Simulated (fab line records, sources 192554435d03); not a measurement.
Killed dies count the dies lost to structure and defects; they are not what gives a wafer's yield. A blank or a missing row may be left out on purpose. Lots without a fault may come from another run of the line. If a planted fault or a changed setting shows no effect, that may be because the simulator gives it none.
Split-lot trial -- flow n5-finfet -- 21 wafers read from 7 lots, route of 1938 steps

THE SPLIT
At N5_BEOL_M6_ETCH_41 (etches SiCN in CH3F/O2, target depth 29.7 nm, time 52 s), the setting time-s was moved away from the recipe's 52 s on 9 of the 21 wafers read, by -18.8% to +15.9%. The other wafers ran this setting at the recipe's value.

Reading taken at the split's own step.

THE READING
etch.depth-nm (the simulator's own value, which no gauge read), in nm, at N5_BEOL_M6_ETCH_41 (etches SiCN in CH3F/O2, target depth 29.7 nm, time 52 s). The file does not state a usual value for it. The 12 wafers here that ran the recipe average 19.54 nm, standard deviation 0.28 nm.

wafer,"tool, chamber at the split","time-s as run, s",against the recipe,"etch.depth-nm, nm",against lot-mates on the recipe
L076.1,"rie-diel-03, 0",52,recipe,19.47,-
L076.2,"rie-diel-03, 3",52,recipe,19.08,-
L076.5,"rie-diel-03, 1",60.26,+15.9%,23.63,+4.36
L080.3,"rie-diel-01, 2",59.3,+14.0%,21.93,+2.54
L080.5,"rie-diel-01, 2",52,recipe,19.09,-
L080.6,"rie-diel-01, 1",52,recipe,19.7,-
L088.2,"rie-diel-03, 3",56.85,+9.3%,20.98,no lot-mate on the recipe
L088.5,"rie-diel-03, 0",56.85,+9.3%,21.18,no lot-mate on the recipe
L088.6,"rie-diel-03, 1",56.85,+9.3%,22.07,no lot-mate on the recipe
L089.2,"rie-diel-06, 0",52,recipe,19.36,-
L089.5,"rie-diel-06, 1",52,recipe,19.82,-
L089.6,"rie-diel-06, 0",52,recipe,19.3,-
L092.1,"rie-diel-06, 2",44.82,-13.8%,17.1,-2.62
L092.3,"rie-diel-06, 3",44.82,-13.8%,17.06,-2.66
L092.4,"rie-diel-06, 1",52,recipe,19.72,-
L095.1,"rie-diel-06, 3",52,recipe,19.64,-
L095.4,"rie-diel-06, 2",52,recipe,19.82,-
L095.6,"rie-diel-06, 3",52,recipe,19.51,-
L097.2,"rie-diel-01, 1",42.24,-18.8%,16.25,-3.76
L097.3,"rie-diel-01, 2",42.24,-18.8%,15.7,-4.31
L097.6,"rie-diel-01, 1",52,recipe,20.01,-

FIT RESULTS
A straight line over all 21 wafers: etch.depth-nm changes by +0.197 nm for each +1% of time-s; r = +0.98; the points scatter about the line by 0.39 nm.
The same after taking each lot's own level away (the mean of its wafers on the recipe; 18 wafers): +0.216 nm for each +1%; r = +0.99; scatter 0.34 nm.
Per that fit: largest time-s move, reading shift of 4.1 nm.
The span of the lots' own levels, 19.275 to 20.010 nm, comes to 2.6 times the standard deviation stated above.
The two slopes agree, so the slope changes little with the lot-to-lot level.
Check: with one of the wafers moved furthest among these (-18.8%) left out of the fit, the line predicts -4.06 nm for it against its lot-mates. It came out at -3.76 nm against them.

THE OTHER SPLITS THESE WAFERS WENT THROUGH
Other splits were also applied to these wafers ahead of the reading. Each is held against what the fit with the lots' levels taken away leaves over:
other split on the same wafers,wafers away from the commonest value,r with etch.depth-nm (lot level and that fit taken away)
N5_BEOL_M3_COAT_22 spin-rpm,10,+0.06
N5_BEOL_M4_EXPOSE_08 dose-mj,8,+0.30
N5_BEOL_M4_ETCH_64 bias-w,7,-0.23
N5_BEOL_M4_TRENCH_ETCH_37 bias-w,8,+0.60
N5_BEOL_M5_ETCH_68 time-s,7,+0.03
N5_BEOL_M5_VIA_ETCH_34 source-w,7,-0.32
N5_BEOL_M6_TRENCH_ETCH_37 bias-w,9,-0.21

FILE'S OWN FIT
etch.depth-nm changes by +0.218 nm for each +1% of time-s, r = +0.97.
